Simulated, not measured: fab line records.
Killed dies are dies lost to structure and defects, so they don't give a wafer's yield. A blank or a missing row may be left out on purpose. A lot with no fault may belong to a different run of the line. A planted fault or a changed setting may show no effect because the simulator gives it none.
Split-lot experiment | flow n5 finfet | route with 1938 steps; 7 lots, 21 wafers read

== SPLIT DETAILS ==
At N5_BEOL_M1_COAT_67 (time 60 s, resist thk 60 nm), the setting spin rpm was moved away from the recipe's 1500 rpm on 7 of the 21 wafers read, by -9.5% to +3.5%. All remaining wafers had this setting at the recipe value.

== FROM THE SPLIT TO THE READING: what the file shows between them, 10 steps ==
- N5_BEOL_M1_COAT_22: resist thk 30 nm (also split here: spin rpm)
- N5_BEOL_M1_EBR_24
- N5_BEOL_M1_SOFTBAKE_23: time 60 s
- N5_BEOL_M1_EXPOSE_25: exposes mask V0, defocus 5 nm, target cd 24 nm
- N5_BEOL_M1_PEB_26: peb time 60 s
- N5_BEOL_M1_DEVELOP_27: develop time 30 s
- N5_BEOL_M1_DESCUM_33: chemistry O2, time 7 s
- N5_BEOL_M1_ETCH_77: etches underlayer in N2/H2, target depth 6.5 nm, time 5.2 s
- N5_BEOL_M1_ALD_98: deposits SiO2, target thk 2.5 nm, pulse time 1 s, co reactant pulse time 1 s (also split here: temp c)
- N5_BEOL_M1_ETCHBACK_99: etches SiO2 in CHF3, target depth 5 nm, time 10.4 s

== THE READING ==
etch.depth nm (the simulator's own value, which no gauge read), in nm, at N5_BEOL_M1_ETCH_70 (etches SOC in N2/H2, target depth 80 nm, overetch 16 nm, time 120 s). The file gives no usual value for it. Average 60.02 nm, standard deviation 0.15 nm, over the 14 wafers here run with the recipe.

wafer  | tool, chamber at the split | spin rpm as run, rpm | against the recipe | etch.depth nm, nm | against lot-mates on the recipe
L078.1 | litho track-03, 0          | 1500                 | recipe             | 60.19             | -
L078.2 | litho track-03, 0          | 1500                 | recipe             | 60.06             | -
L078.3 | litho track-03, 0          | 1500                 | recipe             | 60.12             | -
L081.1 | litho track-03, 0          | 1500                 | recipe             | 60.21             | -
L081.4 | litho track-03, 0          | 1500                 | recipe             | 60.13             | -
L081.5 | litho track-03, 0          | 1500                 | recipe             | 59.98             | -
L082.1 | litho track-05, 0          | 1357                 | -9.5%              | 63.03             | +3.01
L082.2 | litho track-05, 0          | 1500                 | recipe             | 60.02             | -
L082.3 | litho track-05, 0          | 1357                 | -9.5%              | 62.87             | +2.85
L083.3 | litho track-04, 0          | 1408                 | -6.1%              | 61.81             | +1.79
L083.4 | litho track-04, 0          | 1408                 | -6.1%              | 61.88             | +1.86
L083.6 | litho track-04, 0          | 1500                 | recipe             | 60.02             | -
L090.1 | litho track-04, 0          | 1500                 | recipe             | 60.17             | -
L090.3 | litho track-04, 0          | 1500                 | recipe             | 60.05             | -
L090.6 | litho track-04, 0          | 1500                 | recipe             | 59.96             | -
L093.1 | litho track-03, 0          | 1500                 | recipe             | 59.9              | -
L093.4 | litho track-03, 0          | 1500                 | recipe             | 59.83             | -
L093.6 | litho track-03, 0          | 1385                 | -7.7%              | 62.28             | +2.42
L095.2 | litho track-05, 0          | 1553                 | +3.5%              | 58.62             | -1.03
L095.3 | litho track-05, 0          | 1553                 | +3.5%              | 58.7              | -0.95
L095.5 | litho track-05, 0          | 1500                 | recipe             | 59.65             | -

THE FIT
A straight line over all 21 wafers: etch.depth nm changes by -0.313 nm for each +1% of spin rpm; r = -0.99; the points scatter about the line by 0.15 nm.
The same after taking each lot's own level away (the mean of its wafers on the recipe; 21 wafers): -0.303 nm for each +1%; r = -1.00; scatter 0.073 nm.
On that fit, the largest move of spin rpm shifts the reading by 2.9 nm.
Across the lots, their own levels run from 59.650 to 60.123 nm, a range of 3.2 times the standard deviation given above.
Hence the lot-to-lot level has little effect on the slope; both slopes agree.
Check: +2.87 nm against its lot-mates is what the line predicts for one of the wafers moved furthest among these (-9.5%) when that wafer is left out of the fit. It came out at +3.01 nm against them.

== THE OTHER SPLITS THESE WAFERS WENT THROUGH ==
Other splits were also applied to these wafers ahead of the reading. Each is held against what the fit with the lots' levels taken away leaves over:
other split on the same wafers         | wafers away from the commonest value | r with etch.depth nm (lot level and that fit taken away)
N5_HKMG_FIN_COAT_43 spin rpm           | 7                                    | -0.13
N5_HKMG_FIN_ETCH_55 time s             | 8                                    | +0.09
N5_HKMG_FIN_ETCH_32 bias w             | 6                                    | -0.17
N5_GATE_CUT_ALD_22 ald cycles          | 7                                    | -0.17
N5_MOL_CONTACT_COAG_COAT_34 spin rpm   | 10                                   | +0.17
N5_MOL_CONTACT_COAG_ALD_133 ald cycles | 6                                    | +0.27
N5_BEOL_M0_SAQP_HM_DEP_111 time s      | 10                                   | +0.30
N5_BEOL_M1_COAT_22 spin rpm            | 6                                    | -0.12
N5_BEOL_M1_ALD_98 temp c               | 6                                    | -0.16

== THE WHOLE CHAIN: every reading that the file lists as answering this split, in the file's order ==
step               | what it does                                                        | reading                                                                        | change (the file's fit)               | r (the file's)
N5_BEOL_M1_COAT_67 | time 60 s, resist thk 60 nm                                         | SOC_of_BEOL_M1_COAT_67.thk nm (the simulator's own value, which no gauge read) | -0.303 nm for each +1% of the setting | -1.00
N5_BEOL_M1_ETCH_70 | etches SOC in N2/H2, target depth 80 nm, overetch 16 nm, time 120 s | etch.depth nm (the simulator's own value, which no gauge read)                 | -0.306 nm for each +1% of the setting | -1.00

== THE FILE'S OWN FIT ==
etch.depth nm changes by -0.306 nm for each +1% of spin rpm, r = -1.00.
